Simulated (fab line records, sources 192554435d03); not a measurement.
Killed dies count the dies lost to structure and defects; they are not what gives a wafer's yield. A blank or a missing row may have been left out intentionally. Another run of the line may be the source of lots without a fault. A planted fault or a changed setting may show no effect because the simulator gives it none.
Problem report, 8D (eight disciplines) form, completed by code ; flow n5_finfet ; the parts of the form that need people (team, actions taken, sign-off) are left out

1. WHAT IS WRONG
head_pressure_psi at N5_GATE_CUT_CMP_23 reads a mean of 2.752 psi on 6 wafers of 2 lots; wafers without a fault read 2.500 psi with a standard deviation of 0.0058. That is +43 standard deviations from the usual mean.
The step: polishes, stops on SiO2, t overpolish 23.4 s, target thk 16 nm.
Seen first at day 7 03:02 on cmp-01, wafer L160.4. The record holds 29 wafers of 11 lots with a number at this step. Rule for "out", or "out of limits": more than 4 standard deviations from the usual mean. The other wafers with a number count as sound.

2. WHAT IT IS AND WHAT IT IS NOT
question;is;is not
which readings at this step;head_pressure_psi;motor_current_A, overpolish_run_s, retaining_ring_pressure_frac
which lots;L160, L162;L152, L153, L156, L157, L166, L167, L169, L172, L173
which wafers of those lots;all that have a number;-
read on which tools;cmp-01;cmp-03, cmp-04
when;from day 7 03:02;"up to then (11 sound wafers); but 12 sound wafers of L166, L167, L169, L172, L173 came after"

3. SUSPECTS, AND WHAT RULES EACH OUT
Counting: any tool at a process step up to the reading is kept as a suspect provided that every lot that is out went through it and no sound lot did after the first of them.
- rie_metal-01 at N5_GATE_CUT_CUT_ETCH_54 (etches TiN in Cl2/BCl3, target depth 96.7 nm): ruled out as a lasting fault. Sound lots L173 ran on it after its first lot that is out, L160 (day 7 01:08).
- ald_sin-02 at N5_GATE_CUT_ALD_22 (deposits SiNx, target thk 16 nm, pulse time 1 s, ald cycles 320): ruled out as a lasting fault. Sound lots L166, L167, L169 ran on it after its first lot that is out, L160 (day 7 01:33).
- cmp-01 at N5_GATE_CUT_CMP_23 (polishes, stops on SiO2, t overpolish 23.4 s, target thk 16 nm): kept. Every lot that is out went through it, starting with L160 (day 7 03:02), and after that it ran no sound lot; the last sound lot it ran before then is L156 (day 6 02:56). Its own head_pressure_psi readings are out on those wafers.
Remaining after the count: cmp-01 at N5_GATE_CUT_CMP_23.

4. THE CAUSE (what the simulator had put in)
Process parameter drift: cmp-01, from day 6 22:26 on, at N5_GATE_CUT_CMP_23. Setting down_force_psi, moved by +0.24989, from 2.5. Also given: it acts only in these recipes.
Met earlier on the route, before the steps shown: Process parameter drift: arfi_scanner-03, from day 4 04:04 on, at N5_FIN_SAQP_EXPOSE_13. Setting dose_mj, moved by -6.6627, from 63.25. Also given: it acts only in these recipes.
After counting, this tool was the only one left.

5. SEQUENCE OF EFFECTS, ordered by route
Rows list readings where the struck wafers' mean (over those with a number) sits beyond 3 standard deviations from the usual. Only readings whose record carries a usual standard deviation are examined. hours: median over the lots of the time between each lot's start at the first step of this table that gives one and its start at this step. sigmas: the change, counted in usual standard deviations.
hours;step;reading;usual;on struck wafers;change;sigmas
0;N5_GATE_CUT_CMP_23;head_pressure_psi;2.500 psi;2.752;+0.252;+43
The process steps in it:
- N5_GATE_CUT_CMP_23: polishes, stops on SiO2, t overpolish 23.4 s, target thk 16 nm.
Later steps that measure or inspect, where all struck wafers having a row at the step show a number for every such reading and not one has moved that far: N5_BEOL_M4_RC_MEAS_101.

6. HOW IT WOULD HAVE BEEN CAUGHT EARLIER
In this record no reading fell out of limits until day 7 03:02, 5 hours after the fault had begun at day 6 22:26.
